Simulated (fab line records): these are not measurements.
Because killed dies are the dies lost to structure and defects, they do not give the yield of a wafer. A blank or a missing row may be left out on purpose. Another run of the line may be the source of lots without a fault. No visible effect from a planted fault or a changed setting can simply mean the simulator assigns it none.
A struck lot beside a sound one ; flow nand_harc ; 13 out of 1159 route steps
Sound: wafers L880.1, L880.2, L880.3. The struck wafers were L878.1, L878.2, L878.4. Last of all comes the cause.
Each step with rows lists, per side, the tool, then ch with its chambers, then its first start. Under that, the readings that differ: sound wafers ; struck wafers ; difference of the means ; sigmas: that difference in standard deviations of wafers without a fault.
alike: words and numbers the same on both sides, and readings whose means are apart by under 2 such deviations; not compared: readings that were withheld, readings missing a value for some wafer, numbers with overlapping values and no deviation given by the record, and bounds like >300 which may hide the same value.
The two part at a step that has a row with sigmas, a row that says differs or no value, or rows on one side only. When numbers do not overlap yet have no deviation, they are printed without sigmas and do not part them. A reading missing from all wafers of one side parts the sides only when that side holds two or more wafers.

NHARC_P_GATE_DESCUM_48: chemistry O2, time 3 s.
  sound on rie_diel-13 ch 0,1,2, day 9 08:43; struck on rie_diel-01 ch 0,2,3, day 8 15:33
reading;sound;struck;difference;sigmas
rf_hours_counter_h (h);34 38 35;16 16 17;-19;
  alike: drypump_motor_current_A, oes_product_au, rf_vpp_V, showerhead_plenum_p_Torr, throttle_valve_pct
next, for these wafers, 1 step has no rows: NHARC_P_GATE_IMPLANT_49.
NHARC_P_GATE_STRIP_111: strips in N2/H2, time 250 s.
  sound on plasma_asher-01 ch 0,1, day 9 09:27; struck on plasma_asher-01 ch 0,1, day 8 15:55
  alike: drypump_motor_current_A, heater_power_w, rf_refl_power_W
  not compared: rf_hours_counter_h
NHARC_P_GATE_STRIP_75: strips in O2.
  sound on plasma_asher-01 ch 0,1, day 9 09:45; struck on plasma_asher-01 ch 0,1, day 8 16:14
  alike: drypump_motor_current_A, heater_power_w, rf_refl_power_W
  not compared: rf_hours_counter_h
then, 8 steps without rows for these wafers: NHARC_P_GATE_STRIP_50 (strips in SPM, time 900 s); NHARC_P_GATE_DEHYDRATE_51 (time 120 s); NHARC_P_GATE_HMDS_52 (time 30 s); NHARC_P_GATE_COAT_53; NHARC_P_GATE_SOFTBAKE_54 (time 95 s); NHARC_P_GATE_EBR_55; NHARC_P_GATE_EXPOSE_56 (exposes mask P PSD, target cd 720 nm); NHARC_P_GATE_PEB_57 (peb time 85 s).
NHARC_P_GATE_DEVELOP_58: time 70 s.
  sound on litho_track-02 ch 0, day 9 10:00; struck on litho_track-02, day 8 16:00
  no value came back on the struck wafers for chill_plate_temp_C (C), exhaust_pa (Pa), resist_line_temp_C (C); on the sound wafers chill_plate_temp_C (C) reads 23.13 22.98 23.13

== WHERE THEY PART ==
Within this record, at NHARC_P_GATE_DEVELOP_58 only.

WHY: what the simulator had put in
Entire step skipped (litho_track-02, NHARC_P_GATE_DEVELOP_58), from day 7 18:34 onward. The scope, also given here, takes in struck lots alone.
